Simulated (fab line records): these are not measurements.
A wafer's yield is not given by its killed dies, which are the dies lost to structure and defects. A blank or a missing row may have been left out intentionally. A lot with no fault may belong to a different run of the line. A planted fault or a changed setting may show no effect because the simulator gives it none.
Chamber matching -- flow nand-harc -- pecvd-04 running NHARC_A_M0_DEP_32: 3 sister chambers
The step deposits SiCN, target thk 30 nm. 3 wafers are shown with their chamber, then 12 later ones without.

## WAFERS PAIRED WITH THEIR CHAMBERS
wafer,chamber,heater-power-w (W)
L089.5,0,573
L091.4,2,639
L091.5,1,498

## WAFERS WHOSE CHAMBER IS MISSING
wafer,heater-power-w (W)
L091.2,495
L091.3,535
L091.6,539
L093.3,563
L093.4,591
L093.6,514
L093.1,594
L093.2,498
L093.5,561
L097.2,564
L097.4,535
L097.6,627

## CHAMBER TAKEN BY EACH
wafer,from the rows above,in truth
L091.2,1,1
L091.3,can't be placed: 1 or 0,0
L091.6,can't be placed: 0 or 1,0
L093.3,0,0
L093.4,can't be placed: 0 or 2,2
L093.6,1,1
L093.1,can't be placed: 0 or 2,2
L093.2,1,1
L093.5,0,0
L097.2,0,0
L097.4,can't be placed: 1 or 0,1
L097.6,can't be placed: 2 or 0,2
Correctly placed: 6 of 12. Cannot be placed on the basis of these rows: 6; the candidates contain the true chamber in 6. Number placed wrongly: 0.
How it was worked out, from the rows above alone: a wafer's distance from a chamber is the root of the sum, over the readings, of the square of ((its reading less the chamber's mean) divided by the reading's scatter). The wafer belongs to the nearest chamber; if the next one is less than 2 further off, it can't be placed. For every chamber, the mean is computed from those of its wafers that are shown. The scatter: root of mean squared gap, hidden wafer to nearest shown wafer, with one shown wafer a chamber.
